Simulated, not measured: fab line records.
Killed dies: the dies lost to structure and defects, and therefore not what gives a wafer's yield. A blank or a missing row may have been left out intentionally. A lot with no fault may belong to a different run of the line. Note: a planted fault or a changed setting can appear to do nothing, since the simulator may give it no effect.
Which tool is to blame?	flow n5-finfet	10 lots, 30 wafers sampled, at 3 steps of a route of 1938

WHAT EACH GAUGE READ, for each wafer
N5_BEOL_M14_INSPECT_30: inspects for defects (macro).
lot	measured	on	raw-defect-count
L993	day 11 03:41	defect-inspect-01	3 2 3
L994	day 11 08:48	defect-inspect-02	1 2 4
L995	day 11 18:51	defect-inspect-01	3 2 1
L996	day 12 01:21	defect-inspect-01	1 1 4
L999	day 12 22:07	defect-inspect-02	3 2 2
L100	day 13 05:31	defect-inspect-01	5 3 4
L104	day 14 04:59	defect-inspect-02	>300 >300 >300
L108	day 15 10:49	defect-inspect-02	>300 >300 >300
L112	day 15 22:25	defect-inspect-01	5 2 2
L115	day 16 15:14	defect-inspect-02	1 2 1

TOOL THAT RAN EACH LOT (tool first, then ch and the chambers of the sampled wafers, then the start)
lot	N5_BEOL_M14_ETCH_59	N5_BEOL_M14_VIA_ETCH_16
L993	rie-diel-02 ch 1,2,3, day 11 02:55	rie-diel-02 ch 1,2,3, day 11 02:58
L994	rie-diel-04 ch 1,2,3, day 11 07:54	rie-diel-04 ch 1,2,3, day 11 07:57
L995	rie-diel-04 ch 0,1,3, day 11 18:04	rie-diel-04 ch 0,1,3, day 11 18:07
L996	rie-diel-02 ch 0,2,3, day 12 00:26	rie-diel-02 ch 0,2,3, day 12 00:29
L999	rie-diel-03 ch 0,1,3, day 12 21:19	rie-diel-03 ch 0,1,3, day 12 21:23
L100	rie-diel-02 ch 0,1,3, day 13 04:44	rie-diel-02 ch 0,1,3, day 13 04:47
L104	rie-diel-02 ch 0,2, day 14 04:05	rie-diel-02 ch 0,2, day 14 04:08
L108	rie-diel-02 ch 0,2,3, day 15 10:02	rie-diel-02 ch 0,2,3, day 15 10:05
L112	rie-diel-03 ch 1,2, day 15 21:35	rie-diel-03 ch 1,2, day 15 21:38
L115	rie-diel-03 ch 0,1,3, day 16 14:20	rie-diel-03 ch 0,1,3, day 16 14:23
- N5_BEOL_M14_ETCH_59: etches BARC in N2/H2, target depth 89 nm, overetch 26.7 nm, time 67.9 s.
- N5_BEOL_M14_VIA_ETCH_16: etches SiO2 in C4F8/O2/Ar, target depth 1231.3 nm.

THE ANSWER, worked out from the rows above alone
Rule: the lots themselves supply what counts as usual. Put in order of their means at a reading, lots are off if they are a third of the lots or fewer, leave a main group of 4 or more, and stand apart from it by a gap of 3 or more times the standard deviation of the main group's means; of several such gaps the widest counts. Not used: any main group whose means are identical at the precision the tables above print for the reading. A lot without any number at a reading at which 4 lots or more have one is off too. The other lots that the step has rows for count as sound.
Off: L104, L108, at N5_BEOL_M14_INSPECT_30 (raw-defect-count). Without a number there: L104, L108. For the main group the mean is 2.5 and the standard deviation 0.74.
If a tool, at a process step before that reading, ran all the lots that are off and no sound lot after the first of them, it fits. Gauges at N5_BEOL_M14_INSPECT_30: tried the same way as those tools. One fits: rie-diel-02 at N5_BEOL_M14_ETCH_59 and N5_BEOL_M14_VIA_ETCH_16. At N5_BEOL_M14_ETCH_59 its last sound lot is L100 (day 13 04:44), its first lot that is off L104 (day 14 04:05): a fault that began between those two fits.

WHAT THE SIMULATOR PUT IN
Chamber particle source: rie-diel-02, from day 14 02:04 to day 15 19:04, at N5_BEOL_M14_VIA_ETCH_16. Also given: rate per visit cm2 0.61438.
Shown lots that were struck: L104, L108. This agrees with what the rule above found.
